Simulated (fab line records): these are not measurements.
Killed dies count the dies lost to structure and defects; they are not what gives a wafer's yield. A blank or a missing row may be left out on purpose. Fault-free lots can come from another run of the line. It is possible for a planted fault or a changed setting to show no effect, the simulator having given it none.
Comparing a struck lot with a sound one + flow n5 finfet + 36 out of 1938 route steps
Sound: wafers L309.1, L309.4, L309.5. Struck: wafer L312.3 (L312.4, L312.5, from the same lot, were not struck and are left out); the cause is given at the end.
At each step with rows: each side's tool, then ch and its chambers, then its first start. Under that, the readings that differ: sound wafers + struck wafers + difference of the means + sigmas: that difference in standard deviations of wafers without a fault.
alike: a reading whose means differ by less than 2 such deviations, as well as words and numbers matching on both sides. not compared: withheld readings; readings where some wafer has no value; bounds like >300 that might hide an equal value; numbers whose values overlap and for which the record gives no deviation.
A row with sigmas, a row that says differs or no value, or rows on one side alone: a step with any of these is where the two part. Numbers that have no deviation but don't overlap get no sigmas and don't part them. A reading missing from all wafers of one side parts the sides only when that side holds two or more wafers.

first, 9 steps without rows for these wafers: N5_WELL_APT_DESCUM_30 (chemistry O2, time 7.9 s); N5_WELL_APT_IMPLANT_31; N5_WELL_APT_IMPLANT_32; N5_WELL_APT_STRIP_33 (strips in SPM, time 900 s); N5_WELL_APT_RTA_34 (time 10 s); N5_WELL_APT_OXIDE_STRIP_42 (strips SiO2 in dHF, time 45 s, target depth 12 nm); N5_WELL_APT_PRECLEAN_36 (cleans in O3/DIW, time 45 s); N5_WELL_APT_PRECLEAN_39 (cleans in dHF, time 60 s); N5_WELL_APT_SRD_37 (time 30 s).
N5_WELL_APT_EPI_41: deposits Si from SiH4/H2, target thk 50 nm, time 297.7 s.
  sound on epi rpcvd-01 ch 0, day 2 10:20; struck on epi rpcvd-01 ch 0, day 3 04:19
| reading                                 | sound             | struck | difference | sigmas |
|-----------------------------------------|-------------------|--------|------------|--------|
| model.Si_of_WELL_APT_EPI_41.thk nm (nm) | 49.26 50.09 49.46 | 46.59  | -3.01      |        |
  alike: throttle valve pct
then, 24 steps without rows for these wafers: N5_PMOS_HMC_CHANNEL_EPI_HM_DEP_34 (deposits SiO2 from TEOS/O2, target thk 36 nm, time 6.9 s); N5_PMOS_HMC_CHANNEL_EPI_COAT_31 (time 60 s, resist thk 66 nm); N5_PMOS_HMC_CHANNEL_EPI_COAT_03 (resist thk 205 nm); N5_PMOS_HMC_CHANNEL_EPI_EBR_05; N5_PMOS_HMC_CHANNEL_EPI_SOFTBAKE_04 (time 60 s); N5_PMOS_HMC_CHANNEL_EPI_EXPOSE_06 (exposes mask PMOS HMC BLK, target cd 240 nm); N5_PMOS_HMC_CHANNEL_EPI_PEB_07 (peb time 60 s); N5_PMOS_HMC_CHANNEL_EPI_DEVELOP_08 (develop time 30 s); N5_PMOS_HMC_CHANNEL_EPI_DESCUM_14 (chemistry O2, time 7.9 s); N5_PMOS_HMC_CHANNEL_EPI_ETCH_32 (etches BARC in N2/H2, stops on SiO2, target depth 85.8 nm, time 50.3 s); N5_PMOS_HMC_CHANNEL_EPI_HM_OPEN_15 (chemistry CHF3/O2, target SiO2, target depth 40.6 nm, time 20.3 s); N5_PMOS_HMC_CHANNEL_EPI_STRIP_33 (strips in N2/H2); N5_PMOS_HMC_CHANNEL_EPI_STRIP_17 (strips in SPM, time 750 s); N5_PMOS_HMC_CHANNEL_EPI_ETCH_38 (etches SiO2 in CF4, target depth 1.5 nm); N5_PMOS_HMC_CHANNEL_EPI_FIN_RECESS_16 (chemistry HBr/Cl2, target Si, target depth 54 nm, time 18 s); N5_PMOS_HMC_CHANNEL_EPI_PRECLEAN_36 (cleans in O3/DIW, time 45 s); N5_PMOS_HMC_CHANNEL_EPI_PRECLEAN_18 (cleans in DHF, time 30 s); N5_PMOS_HMC_CHANNEL_EPI_SRD_19 (time 30 s); N5_PMOS_HMC_CHANNEL_EPI_EPI_20 (deposits SiGe30, target thk 59 nm); N5_PMOS_HMC_CHANNEL_EPI_HM_STRIP_35 (strips SiO2 in dHF, material SiO2, target depth 39.6 nm, time 216 s); N5_PMOS_HMC_CHANNEL_EPI_SRD_39 (time 30 s); N5_PMOS_HMC_CHANNEL_EPI_CMP_21 (polishes SiGe30, target thk 54 nm); N5_PMOS_HMC_CHANNEL_EPI_PRECLEAN_40 (cleans in DHF, time 30 s); N5_PMOS_HMC_CHANNEL_EPI_PRECLEAN_37 (cleans in O3/DIW, time 45 s).
N5_SD_EPI_N_STRIP_18: strips in SPM, time 750 s.
  sound on wet bench-03 ch 0,1,5, day 3 20:46; struck on wet bench-01 ch 3, day 4 14:06
| reading                                 | sound       | struck | difference | sigmas |
|-----------------------------------------|-------------|--------|------------|--------|
| model.Si_of_WELL_APT_EPI_41.thk nm (nm) | 6.4 9.2 6.6 | 6      | -1         |        |
  alike: temp c
-- a jump in the record: the struck wafers' starts before and after are 5 days apart (it breaks off in module SD_EPI_N and resumes in module BEOL_M4, where the first step shown is number 1111 of the route) --
N5_BEOL_M4_RC_MEAS_101:
  sound on prober-01 ch 0, day 9 01:22; struck on prober-01 ch 0, day 9 12:47
| reading       | sound       | struck | difference | sigmas |
|---------------|-------------|--------|------------|--------|
| ION_P (uA/um) | 486 468 480 | 464    | -14        | -2     |
  alike: DIBL_N, DIBL_P, IOFF_N, IOFF_P, ION_N, SS_N, SS_P, VT_N, VT_P

## WHERE THEY PART
Within this record, at N5_BEOL_M4_RC_MEAS_101 only.

WHY: the cause the simulator had injected
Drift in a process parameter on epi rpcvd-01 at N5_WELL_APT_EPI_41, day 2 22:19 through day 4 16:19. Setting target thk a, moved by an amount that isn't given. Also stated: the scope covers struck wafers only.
